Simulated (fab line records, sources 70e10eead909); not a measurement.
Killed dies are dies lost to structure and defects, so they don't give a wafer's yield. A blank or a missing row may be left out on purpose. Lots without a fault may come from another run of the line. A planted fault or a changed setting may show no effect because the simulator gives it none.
fab line records | flow nand_harc
record lots=24 wafers=72 last_day=25
route steps=1159 shown P_GATE@209 P_CONTACT@233 P_M0@268
lots that met no fault: from a run of the same line without faults
start_h: hours from the record's first day to the start of the lot's first wafer shown | wait_h: hours since the lot's step before | " the same as in the row above | L1.1+2: a row that stands for several wafers | - no value, or no start given | * or withheld: withheld | < > ~ a bound
route shown NAME@n: a module of which the file shows steps, and the number in the route of the first | usual: mean/standard deviation of fault-free wafers | same: alike in all rows | chamber/n: place in a boat | sites: the reading at each site | _std_site: their standard deviation | _edge_site: outer sites' mean less inner sites' | radius_mm: how far each site lies from the wafer's centre | mask NAME#n: copy n | behind: the tool/chamber that last shaped the wafer | hold: why the lot was held/for how many hours/how that ended | device: the transistor (n, p or np) that didn't switch | end of line: the same wafers' tests at the end of the route | a step without rows: its recipe alone | killed: dies lost to structure and defects at the first sort, not the wafer's yield | map: a wafer's dies, x killed, . not, _ none there
set.NAME: the setting as run; set.NAME@STEP: as run at that earlier step | model.NAME: the simulator's own value behind a step, which no gauge read
steps of the route over a sample of lots; a table a step, a row a wafer
services: from which hour (start_h, from the record's first day; less than 0 if before it) a tool's chamber was out of use, for how many hours, and why
## steps
# step NHARC_P_GATE_DEGAS_109
# recipe temp_c=300 time_s=60
# usual heater_power_w=464/39
# columns lot.wafer tool chamber start_h wait_h heater_power_w
L074.1 pvd_sputter-01 - 108.48 0.1 522
L074.4 " - " " 463
L074.5 " - " " 515
L077.4 pvd_sputter-02 - 124.35 0.1 477
L077.3 " - " " 518
L077.6 " - " " 462
L076.1 pvd_sputter-03 - 124.62 0.1 455
L076.2 " - " " 422
L076.6 " - " " 457
L075.4 pvd_sputter-03 - 130.05 0.1 456
L075.2 " - " " 484
L075.6 " - " " 468
L078.3 pvd_sputter-02 - 130.82 0.1 512
L078.4 " - " " 472
L078.5 " - " " 523
L079.3 pvd_sputter-03 - 139.06 0.1 495
L079.2 " - " " 471
L079.5 " - " " 433
L080.1 pvd_sputter-01 - 139.60 0.1 519
L080.2 " - " " 498
L080.3 " - " " 391
L082.2 pvd_sputter-01 - 149.59 0.1 513
L082.3 " - " " 459
L082.6 " - " " 384
L081.4 pvd_sputter-03 - 150.18 0.1 465
L081.1 " - " " 460
L081.6 " - " " 462
L084.1 pvd_sputter-03 - 159.63 0.1 498
L084.4 " - " " 456
L084.6 " - " " 497
L083.2 pvd_sputter-03 - 160.71 0.1 419
L083.4 " - " " 457
L083.5 " - " " 461
L086.2 pvd_sputter-02 - 188.10 0.1 447
L086.1 " - " " 426
L086.4 " - " " 464
L087.1 pvd_sputter-02 - 189.48 0.1 433
L087.4 " - " " 476
L087.5 " - " " 425
L085.1 pvd_sputter-01 - 191.38 0.1 390
L085.3 " - " " 441
L085.6 " - " " 395
L089.1 pvd_sputter-01 - 195.84 0.1 400
L089.4 " - " " 439
L089.5 " - " " 516
L088.3 pvd_sputter-02 - 196.29 0.1 451
L088.4 " - " " 428
L088.5 " - " " 472
L090.1 pvd_sputter-03 - 202.33 0.1 483
L090.3 " - " " 421
L090.6 " - " " 470
L092.2 pvd_sputter-02 - 208.87 0.1 452
L092.3 " - " " 424
L092.6 " - " " 455
L091.2 pvd_sputter-01 - 209.46 0.1 447
L091.4 " - " " 517
L091.6 " - " " 403
L093.3 pvd_sputter-03 - 226.78 0.1 476
L093.2 " - " " 431
L093.4 " - " " 449
L094.4 pvd_sputter-01 - 227.17 0.1 536
L094.5 " - " " 513
L094.6 " - " " 397
L095.2 pvd_sputter-01 - 234.10 0.1 402
L095.6 " - " " 511
L095.5 " - " " 389
L096.3 pvd_sputter-02 - 242.96 0.1 504
L096.4 " - " " 460
L096.5 " - " " 489
L097.3 pvd_sputter-03 - 243.74 0.1 436
L097.4 " - " " 462
L097.6 " - " " 428
# step NHARC_P_CONTACT_OVL_MEAS_13
# usual overlay_x_nm=0.0/0.63 overlay_y_nm=0.0/0.72
# columns lot.wafer tool chamber start_h wait_h overlay_x_nm overlay_y_nm
L074.1 overlay-01 - 111.12 - 0.1 -0.8
L074.4 " - " " 0.6 -0.8
L074.5 " - " " 0.2 -1.0
L077.3 overlay-02 - 127.01 - 1.7 0.2
L077.4 " - " " 1.4 -0.4
L077.6 " - " " 1.7 -0.4
L076.1 overlay-01 - 127.29 - -0.6 0.4
L076.2 " - " " -0.3 0.7
L076.6 " - " " 0.0 1.2
L075.2 overlay-01 - 132.72 - 0.4 -0.3
L075.4 " - " " 0.3 -0.7
L075.6 " - " " 0.0 -0.4
L078.3 overlay-02 - 133.35 - -0.3 0.0
L078.4 " - " " 0.1 0.6
L078.5 " - " " -0.2 1.0
L079.2 overlay-01 - 141.97 - 0.1 0.6
L079.3 " - " " 0.2 0.3
L079.5 " - " " 0.3 0.6
L080.1 overlay-02 - 142.49 - -0.4 0.8
L080.2 " - " " -1.3 1.0
L080.3 " - " " -0.7 0.7
L082.2 overlay-02 - 152.38 - 0.2 -0.5
L082.3 " - " " 0.0 -0.6
L082.6 " - " " 0.2 -0.5
L081.1 overlay-02 - 153.02 - 0.8 -0.8
L081.4 " - " " 1.0 -1.0
L081.6 " - " " 0.6 -0.4
L084.1 overlay-01 - 162.39 - 0.4 -1.2
L084.4 " - " " -0.5 -1.0
L084.6 " - " " -0.1 -1.4
L083.2 overlay-02 - 163.25 - 0.9 0.1
L083.4 " - " " 0.1 -0.1
L083.5 " - " " 0.3 -0.1
L086.1 overlay-02 - 190.76 - -0.7 -1.1
L086.2 " - " " -0.3 -0.8
L086.4 " - " " -0.3 -1.0
L087.1 overlay-02 - 192.13 - 0.1 0.5
L087.4 " - " " -0.4 0.5
L087.5 " - " " -0.6 0.3
L085.1 overlay-01 - 193.91 - -0.6 -0.1
L085.3 " - " " -0.3 -0.6
L085.6 " - " " -0.4 -0.3
L089.1 overlay-01 - 198.68 - 0.6 0.4
L089.4 " - " " 0.5 1.0
L089.5 " - " " 0.3 0.6
L088.3 overlay-01 - 198.98 - -0.2 -0.4
L088.4 " - " " 0.0 -0.9
L088.5 " - " " 0.1 -0.6
L090.1 overlay-02 - 205.12 - 0.0 0.3
L090.3 " - " " 0.1 -0.1
L090.6 " - " " -0.1 0.6
L092.2 overlay-01 - 211.64 - 0.5 0.9
L092.3 " - " " 0.2 0.7
L092.6 " - " " 0.5 0.5
L091.2 overlay-02 - 212.18 - 0.7 0.1
L091.4 " - " " 1.3 -0.3
L091.6 " - " " 1.3 0.5
L093.2 overlay-01 - 229.40 - -0.5 0.4
L093.3 " - " " -0.2 0.8
L093.4 " - " " -1.2 0.5
L094.4 overlay-01 - 229.81 - -0.9 0.9
L094.5 " - " " -0.6 1.2
L094.6 " - " " -0.4 1.4
L095.2 overlay-02 - 237.14 - 0.0 0.6
L095.5 " - " " -0.5 0.5
L095.6 " - " " 0.1 0.5
L096.3 overlay-02 - 245.50 - -0.4 -0.4
L096.4 " - " " -1.0 -0.3
L096.5 " - " " -0.7 -0.4
L097.3 overlay-01 - 246.68 - -0.2 0.3
L097.4 " - " " -0.4 0.1
L097.6 " - " " -0.2 -0.2
# step NHARC_P_M0_ETCH_15
# recipe target_depth_a=1500 overetch_a=150 time_s=82.5 c4f8_flow_sccm=withheld ar_flow_sccm=400 rf_w=600 bias_w=300 chemistry=C4F8/Ar
# usual oes_product_au=0.955/0.021 rf_vpp_V=440.4/2.9
# columns lot.wafer tool chamber start_h wait_h oes_product_au rf_hours_counter_h rf_vpp_V
L074.4 rie_diel-05 3 - - 0.919 6 444.6
L074.1 " 2 " " 0.925 8 441.1
L074.5 " 3 " " 0.929 - 445.5
L077.3 rie_diel-10 3 - - 0.931 8 436.2
L077.4 " 1 " " 0.924 9 441.6
L077.6 " 3 " " 0.927 - 436.2
L076.2 rie_diel-12 3 - - 0.951 8 440.6
L076.1 " 2 " " 0.955 6 444.5
L076.6 " 3 " " 0.943 - 442.7
L075.2 rie_diel-12 2 - - 0.978 6 444.9
L075.4 " 3 " " 0.983 8 443.3
L075.6 " 0 " " 0.956 - 436.7
L078.4 rie_diel-12 2 - - 0.955 6 443.8
L078.3 " 3 " " 0.980 8 442.0
L078.5 " 2 " " 0.963 - 444.1
L079.3 rie_diel-10 2 - - 0.928 10 438.2
L079.2 " 0 " " 0.925 9 443.6
L079.5 " 1 " " 0.923 - 440.6
L080.2 rie_diel-12 3 - - 0.960 9 442.9
L080.1 " 1 " " 0.976 10 439.6
L080.3 " 2 " " 0.969 7 442.9
L082.2 rie_diel-05 2 - - 0.972 11 440.7
L082.3 " 3 " " 0.985 9 445.6
L082.6 " 2 " " 0.960 - 442.0
L081.4 rie_diel-10 3 - - 0.926 11 438.7
L081.1 " 0 " " 0.925 12 444.4
L081.6 " 2 " " 0.932 - 438.2
L084.1 rie_diel-12 3 - - 0.956 12 441.8
L084.4 " 0 " " 0.959 10 435.6
L084.6 " 3 " " 0.951 - 443.4
L083.4 rie_diel-10 3 - - 0.926 12 437.2
L083.2 " 0 " " 0.924 13 445.7
L083.5 " 0 " " 0.937 - 443.1
L086.1 rie_diel-05 0 - - 0.903 2 439.2
L086.4 " 2 " " 0.910 1 442.7
L086.2 " 3 " " 0.920 2 444.8
L087.4 rie_diel-05 1 - - 0.956 2 437.4
L087.1 " 3 " " 0.950 2 443.2
L087.5 " 1 " " 0.946 - 436.2
L085.1 rie_diel-05 1 - - 0.957 2 437.7
L085.3 " 2 " " 0.946 1 441.2
L085.6 " 0 " " 0.959 - 440.2
L089.4 rie_diel-05 2 - - 0.973 2 442.2
L089.1 " 0 " " 0.946 2 438.6
L089.5 " 2 " " 0.966 - 442.1
L088.3 rie_diel-05 1 - - 0.969 2 437.3
L088.4 " 2 " " 0.984 2 440.3
L088.5 " 0 " " 0.949 - 440.2
L090.3 rie_diel-05 3 - - 0.969 2 446.2
L090.1 " 0 " " 0.963 2 440.4
L090.6 " 0 " " 0.972 - 439.0
L092.2 rie_diel-12 0 - - 0.964 0 437.4
L092.3 " 2 " " 0.973 0 441.8
L092.6 " 0 " " 0.970 - 436.0
L091.2 rie_diel-10 0 - - 0.976 3 442.2
L091.4 " 2 " " 0.965 3 436.3
L091.6 " 0 " " 0.978 - 443.9
L093.4 rie_diel-12 1 - - 0.977 1 439.8
L093.3 " 3 " " 0.970 1 442.4
L093.2 " 0 " " 0.971 1 436.2
L094.4 rie_diel-12 1 - - 0.963 1 437.8
L094.6 " 2 " " 0.966 - 444.3
L094.5 " 3 " " 0.977 - 441.6
L095.2 rie_diel-12 3 - - 0.950 1 441.6
L095.6 " 2 " " 0.952 - 443.2
L095.5 " 3 " " 0.956 - 442.6
L096.4 rie_diel-10 0 - - 0.979 5 443.5
L096.3 " 1 " " 0.958 5 442.3
L096.5 " 2 " " 0.997 - 438.6
L097.4 rie_diel-05 0 - - 0.940 5 438.3
L097.3 " 3 " " 0.965 4 443.6
L097.6 " 1 " " 0.957 - 437.5
# step NHARC_P_M0_PVD_20
# recipe target_thk_a=50 bias_v=168.6 power_w=15000 chamber_pressure_pa=0.12 time_s=8.06 substrate_temp_c=50 material=TaN
# usual bias_v=168.8/1.6 throttle_valve_pct=30.0/1.1
# columns lot.wafer tool chamber start_h wait_h bias_v throttle_valve_pct
L074.4 pvd_sputter-01 - - - 171.3 30.5
L074.1 " - " " 167.8 30.5
L074.5 " - " " 167.1 28.7
L077.4 pvd_sputter-02 - - - 169.7 28.1
L077.3 " - " " 168.1 31.1
L077.6 " - " " 169.1 29.9
L076.2 pvd_sputter-01 - - - 170.3 28.5
L076.1 " - " " 169.9 30.5
L076.6 " - " " 168.2 29.6
L075.4 pvd_sputter-02 - - - 169.3 31.0
L075.2 " - " " 167.0 29.9
L075.6 " - " " 167.3 28.3
L078.4 pvd_sputter-02 - - - 169.8 31.0
L078.3 " - " " 170.1 31.2
L078.5 " - " " 168.5 31.1
L079.2 pvd_sputter-03 - - - 167.6 30.6
L079.3 " - " " 170.0 30.8
L079.5 " - " " 166.1 30.7
L080.2 pvd_sputter-01 - - - 168.8 28.6
L080.1 " - " " 169.4 29.9
L080.3 " - " " 167.9 30.7
L082.2 pvd_sputter-02 - - - 172.6 28.1
L082.3 " - " " 171.6 29.8
L082.6 " - " " 168.9 31.0
L081.4 pvd_sputter-03 - - - 166.8 28.9
L081.1 " - " " 169.0 29.4
L081.6 " - " " 167.3 30.6
L084.1 pvd_sputter-02 - - - 167.0 30.9
L084.4 " - " " 170.8 28.3
L084.6 " - " " 166.8 31.1
L083.4 pvd_sputter-03 - - - 168.9 30.9
L083.2 " - " " 168.8 29.5
L083.5 " - " " 170.0 29.4
L086.2 pvd_sputter-02 - - - 168.8 28.5
L086.1 " - " " 170.0 30.6
L086.4 " - " " 170.8 29.9
L087.4 pvd_sputter-03 - - - 169.6 28.8
L087.1 " - " " 167.6 30.5
L087.5 " - " " 167.2 29.5
L085.1 pvd_sputter-01 - - - 166.4 28.7
L085.3 " - " " 168.4 28.8
L085.6 " - " " 169.3 31.7
L089.4 pvd_sputter-03 - - - 168.2 29.7
L089.1 " - " " 168.8 30.5
L089.5 " - " " 167.8 29.5
L088.4 pvd_sputter-02 - - - 169.7 30.9
L088.3 " - " " 165.3 28.5
L088.5 " - " " 166.4 30.9
L090.3 pvd_sputter-01 - - - 167.8 30.0
L090.1 " - " " 167.0 31.9
L090.6 " - " " 167.7 32.1
L092.3 pvd_sputter-01 - - - 165.8 28.8
L092.2 " - " " 171.0 29.2
L092.6 " - " " 168.1 28.8
L091.2 pvd_sputter-01 - - - 168.1 29.0
L091.4 " - " " 168.5 29.1
L091.6 " - " " 169.5 32.1
L093.2 pvd_sputter-02 - - - 168.9 30.9
L093.3 " - " " 168.6 30.4
L093.4 " - " " 167.6 28.4
L094.4 pvd_sputter-01 - - - 170.0 29.1
L094.5 " - " " 166.2 32.2
L094.6 " - " " 169.1 29.2
L095.2 pvd_sputter-01 - - - 167.4 29.8
L095.6 " - " " 166.2 30.0
L095.5 " - " " 168.7 32.3
L096.3 pvd_sputter-01 - - - 170.5 28.9
L096.4 " - " " 169.9 32.0
L096.5 " - " " 169.6 28.9
L097.4 pvd_sputter-01 - - - 167.1 28.7
L097.3 " - " " 167.5 29.8
L097.6 " - " " 168.9 29.0
# step NHARC_P_M0_ANNEAL_30
# recipe temp_c=225 time_s=90
# usual anneal_temp_c=225.03/0.18 wafer_temp_C_max=226.0/0.48
# columns lot.wafer tool chamber start_h wait_h anneal_temp_c wafer_temp_C_max
L074.1 rtp_anneal-01 0 117.16 0.3 225.04 226.4
L074.4 " 0 " " 225.00 226.6
L074.5 " 0 " " 224.99 226.5
L077.3 rtp_anneal-01 0 134.19 - 225.00 226.6
L077.4 " 0 " " 225.05 225.9
L077.6 " 0 " " 225.25 226.3
L076.1 rtp_anneal-01 0 138.62 - 225.22 226.8
L076.2 " 0 " " 225.08 226.3
L076.6 " 0 " " 225.34 227.0
L075.2 rtp_anneal-02 0 139.80 - 224.89 225.7
L075.4 " 0 " " 225.28 225.9
L075.6 " 0 " " 224.85 225.9
L078.3 rtp_anneal-01 0 141.91 0.3 225.42 226.6
L078.4 " 0 " " 225.13 226.4
L078.5 " 0 " " 224.98 226.7
L079.2 rtp_anneal-02 0 147.91 - 225.10 225.5
L079.3 " 0 " " 225.09 225.7
L079.5 " 0 " " 225.06 225.8
L080.1 rtp_anneal-02 0 148.65 - 225.44 225.7
L080.2 " 0 " " 224.84 225.2
L080.3 " 0 " " 225.34 225.8
L082.2 rtp_anneal-02 0 159.50 - 225.17 225.6
L082.3 " 0 " " 225.12 225.6
L082.6 " 0 " " 224.90 225.7
L081.1 rtp_anneal-01 0 160.88 - 225.49 226.7
L081.4 " 0 " " 225.31 226.5
L081.6 " 0 " " 225.30 226.3
L084.1 rtp_anneal-01 0 171.11 0.3 225.06 226.7
L084.4 " 0 " " 224.96 226.2
L084.6 " 0 " " 224.89 226.6
L083.2 rtp_anneal-01 0 173.78 - 224.93 226.2
L083.4 " 0 " " 225.02 226.5
L083.5 " 0 " " 224.84 226.7
L086.1 rtp_anneal-02 0 199.47 - 225.19 225.7
L086.2 " 0 " " 225.17 225.7
L086.4 " 0 " " 225.13 226.0
L087.1 rtp_anneal-01 0 199.81 - 224.86 226.3
L087.4 " 0 " " 224.92 226.2
L087.5 " 0 " " 224.95 226.3
L085.1 rtp_anneal-02 0 200.66 - 225.06 225.3
L085.3 " 0 " " 224.65 225.7
L085.6 " 0 " " 224.76 225.8
L089.1 rtp_anneal-01 0 206.35 - 225.04 226.1
L089.4 " 0 " " 224.98 226.4
L089.5 " 0 " " 224.86 226.4
L088.3 rtp_anneal-02 0 207.02 - 224.90 225.8
L088.4 " 0 " " 224.86 225.9
L088.5 " 0 " " 224.95 225.9
L090.1 rtp_anneal-01 0 213.63 - 225.04 226.5
L090.3 " 0 " " 224.90 227.5
L090.6 " 0 " " 225.15 226.3
L092.2 rtp_anneal-02 0 220.64 - 225.08 225.5
L092.3 " 0 " " 224.70 225.6
L092.6 " 0 " " 224.87 225.8
L091.2 rtp_anneal-02 0 221.06 - 224.92 225.6
L091.4 " 0 " " 225.14 225.4
L091.6 " 0 " " 225.15 225.5
L093.2 rtp_anneal-02 0 235.41 0.3 224.80 225.2
L093.3 " 0 " " 224.74 225.5
L093.4 " 0 " " 224.83 225.5
L094.4 rtp_anneal-01 0 236.05 0.5 224.71 225.8
L094.5 " 0 " " 224.98 226.3
L094.6 " 0 " " 224.93 226.7
L095.2 rtp_anneal-02 0 243.09 - 224.60 225.6
L095.5 " 0 " " 224.95 225.4
L095.6 " 0 " " 224.75 225.6
L096.3 rtp_anneal-02 0 253.11 0.4 224.90 225.5
L096.4 " 0 " " 224.93 225.6
L096.5 " 0 " " 225.06 225.3
L097.3 rtp_anneal-02 0 253.74 0.5 225.26 225.5
L097.4 " 0 " " 225.28 225.6
L097.6 " 0 " " 225.09 225.7
# step NHARC_P_M0_PRE_CLEAN_31
# recipe time_s=12 temp_c=370 rf_power_w=300 gas=NH3
# usual heater_power_w=617/110
# columns lot.wafer tool chamber start_h wait_h heater_power_w
L074.1 pecvd-01 1 118.15 0.1 749
L074.5 " 0 " " 783
L074.4 " 1 " " 781
L077.3 pecvd-02 0 134.98 0.1 629
L077.6 " 2 " " 802
L077.4 " 0 " " 613
L076.1 pecvd-02 1 139.50 0.1 664
L076.2 " 2 " " 902
L076.6 " 1 " " 680
L075.2 pecvd-03 2 140.66 0.1 529
L075.6 " 0 " " 618
L075.4 " 2 " " 529
L078.3 pecvd-03 0 142.70 0.1 624
L078.5 " 0 " " 637
L078.4 " 1 " " 529
L079.3 pecvd-03 0 148.76 0.1 577
L079.2 " 1 " " 560
L079.5 " 0 " " 574
L080.1 pecvd-02 1 149.53 0.1 617
L080.3 " 2 " " 880
L080.2 " 0 " " 611
L082.3 pecvd-03 0 160.34 0.1 611
L082.2 " 1 " " 508
L082.6 " 1 " " 519
L081.1 pecvd-03 1 161.80 0.1 537
L081.6 " 2 " " 512
L081.4 " 1 " " 531
L084.1 pecvd-03 0 171.99 0.1 627
L084.6 " 0 " " 618
L084.4 " 2 " " 470
L083.2 pecvd-02 2 174.63 0.1 826
L083.5 " 2 " " 839
L083.4 " 0 " " 629
L086.1 pecvd-03 2 200.36 0.1 545
L086.2 " 1 " " 546
L086.4 " 0 " " 584
L087.1 pecvd-01 1 200.71 0.1 757
L087.5 " 0 " " 827
L087.4 " 1 " " 733
L085.1 pecvd-02 0 201.56 0.1 589
L085.3 " 1 " " 618
L085.6 " 0 " " 595
L089.1 pecvd-03 0 207.26 0.1 633
L089.5 " 2 " " 494
L089.4 " 0 " " 642
L088.3 pecvd-01 1 207.83 0.1 684
L088.4 " 0 " " 850
L088.5 " 1 " " 695
L090.1 pecvd-01 2 214.51 0.1 527
L090.3 " 1 " " 617
L090.6 " 1 " " 617
L092.3 pecvd-02 0 221.47 0.1 584
L092.2 " 2 " " 841
L092.6 " 1 " " 620
L091.2 pecvd-03 0 221.95 0.1 671
L091.6 " 1 " " 588
L091.4 " 2 " " 461
L093.3 pecvd-01 2 236.29 0.1 460
L093.2 " 1 " " 732
L093.4 " 2 " " 472
L094.5 pecvd-02 2 236.83 0.1 814
L094.4 " 0 " " 525
L094.6 " 1 " " 561
L095.2 pecvd-03 1 243.92 0.1 532
L095.6 " 2 " " 541
L095.5 " 0 " " 660
L096.3 pecvd-03 0 253.88 0.1 627
L096.4 " 0 " " 623
L096.5 " 2 " " 517
L097.3 pecvd-03 2 254.57 0.1 445
L097.4 " 1 " " 524
L097.6 " 0 " " 557
## services
# columns tool chamber start_h hours kind
pvd_sputter-03 - 102.04 10.0 pm
rie_diel-10 3 102.31 4.6 repair
rie_diel-12 0 105.75 4.0 repair
pecvd-03 - 111.12 13.0 pm
rie_diel-10 - 118.42 4.4 repair
pecvd-01 0 133.21 6.9 repair
pvd_sputter-01 - 139.91 1.7 repair
rie_diel-10 2 151.03 6.8 repair
rie_diel-05 - 151.26 0.7 repair
pecvd-02 - 153.28 13.0 pm
rie_diel-12 - 156.34 1.7 repair
pvd_sputter-01 - 158.00 10.0 pm
rie_diel-05 - 163.60 9.0 pm
rie_diel-10 - 176.56 9.0 pm
rie_diel-12 2 178.02 6.2 repair
rie_diel-05 - 188.75 0.4 repair
pvd_sputter-02 - 191.74 1.7 repair
rie_diel-10 2 194.80 4.7 repair
pvd_sputter-01 - 197.77 0.6 repair
rie_diel-12 - 202.40 9.0 pm
pecvd-02 0 209.19 7.2 repair
pvd_sputter-02 - 215.13 10.0 pm
pecvd-01 - 237.85 13.0 pm
pecvd-02 2 244.55 15.1 repair
## key
fault none
